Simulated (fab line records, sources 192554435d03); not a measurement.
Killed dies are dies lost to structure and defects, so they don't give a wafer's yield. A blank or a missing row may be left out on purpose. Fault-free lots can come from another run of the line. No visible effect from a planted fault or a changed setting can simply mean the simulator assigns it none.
Lot-split experiment + flow n5-finfet + on a route of 1938 steps: 7 lots, 21 wafers read

## SPLIT DETAILS
At N5_MOL_CONTACT_COAG_ALD_27 (deposits SiOC, target thk 17 nm, pulse time 1.5 s, time 2720 s), the setting ald-cycles was moved away from the recipe's 340 on 7 of the 21 wafers read, by -15.3% to +16.2%. All remaining wafers had this setting at the recipe value.

The reading is taken at the split's own step.

## THE READING
SiOC_of_MOL_CONTACT_COAG_ALD_27.thk-nm (the simulator's own value, which no gauge read), in nm, at N5_MOL_CONTACT_COAG_ALD_27 (deposits SiOC, target thk 17 nm, pulse time 1.5 s, time 2720 s). There is no usual value for it anywhere in the file. The 14 wafers here that ran the recipe average 17.0 nm, standard deviation 0.12 nm.

| wafer  | tool, chamber at the split | ald-cycles as run | against the recipe | SiOC_of_MOL_CONTACT_COAG_ALD_27.thk-nm, nm | against lot-mates on the recipe |
|--------|----------------------------|-------------------|--------------------|--------------------------------------------|---------------------------------|
| L077.2 | ald-sin-01, 0              | 340               | recipe             | 17                                         | -                               |
| L077.3 | ald-sin-01, 1              | 340               | recipe             | 17.2                                       | -                               |
| L077.5 | ald-sin-01, 2              | 288               | -15.3%             | 14.4                                       | -2.7                            |
| L080.2 | ald-sin-02, 3              | 340               | recipe             | 17                                         | -                               |
| L080.4 | ald-sin-02, 1              | 340               | recipe             | 17.2                                       | -                               |
| L080.6 | ald-sin-02, 3              | 395               | +16.2%             | 19.8                                       | +2.7                            |
| L083.3 | ald-sin-04, 3              | 340               | recipe             | 16.8                                       | -                               |
| L083.5 | ald-sin-04, 2,1            | 386               | +13.5%             | 19.2                                       | +2.4                            |
| L083.6 | ald-sin-04, 2,1            | 386               | +13.5%             | 19.2                                       | +2.4                            |
| L090.1 | ald-sin-02, 2,0,3          | 340               | recipe             | 17                                         | -                               |
| L090.3 | ald-sin-02, 2,0,3          | 340               | recipe             | 17                                         | -                               |
| L090.6 | ald-sin-02, 2,0,3          | 340               | recipe             | 17                                         | -                               |
| L095.1 | ald-sin-04, 2              | 340               | recipe             | 16.8                                       | -                               |
| L095.2 | ald-sin-04, 1              | 340               | recipe             | 17                                         | -                               |
| L095.5 | ald-sin-04, 1              | 340               | recipe             | 17                                         | -                               |
| L096.2 | ald-sin-04, 2              | 340               | recipe             | 16.8                                       | -                               |
| L096.3 | ald-sin-04, 1,3            | 340               | recipe             | 17                                         | -                               |
| L096.6 | ald-sin-04, 1,3            | 340               | recipe             | 17                                         | -                               |
| L097.1 | ald-sin-01, 1,0            | 371               | +9.1%              | 18.6                                       | no lot-mate on the recipe       |
| L097.3 | ald-sin-01, 1,0            | 371               | +9.1%              | 18.6                                       | no lot-mate on the recipe       |
| L097.2 | ald-sin-01, 2              | 371               | +9.1%              | 18.4                                       | no lot-mate on the recipe       |
When a row names more than one chamber, that row covers several wafers, and the file does not tell which wafer ran in which chamber.

THE FIT
A straight line over all 21 wafers: SiOC_of_MOL_CONTACT_COAG_ALD_27.thk-nm changes by +0.169 nm for each +1% of ald-cycles; r = +1.00; the points scatter about the line by 0.11 nm.
The same after taking each lot's own level away (the mean of its wafers on the recipe; 18 wafers): +0.174 nm for each +1%; r = +1.00; scatter 0.084 nm.
On that fit, the largest move of ald-cycles shifts the reading by 2.8 nm.
The lots' own levels span 16.80 to 17.10 nm, that is 2.5 times the standard deviation above.
The two slopes agree, so the slope changes little with the lot-to-lot level.
Check: +2.86 nm against its lot-mates is what the line predicts for one of the wafers moved furthest among these (+16.2%) when that wafer is left out of the fit. It came out at +2.7 nm against them.

## THE OTHER SPLITS THESE WAFERS WENT THROUGH
Note: prior to the reading, these wafers also went through further splits. Each is held against what the fit with the lots' levels taken away leaves over:
| other split on the same wafers | wafers away from the commonest value | r with SiOC_of_MOL_CONTACT_COAG_ALD_27.thk-nm (lot level and that fit taken away) |
|--------------------------------|--------------------------------------|-----------------------------------------------------------------------------------|
| N5_GATE_CUT_COAT_07 spin-rpm   | 9                                    | -0.14                                                                             |
| N5_GATE_CUT_DESCUM_18 time-s   | 9                                    | -0.02                                                                             |

## THE FILE'S OWN FIT
SiOC_of_MOL_CONTACT_COAG_ALD_27.thk-nm changes by +0.173 nm for each +1% of ald-cycles, r = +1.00.
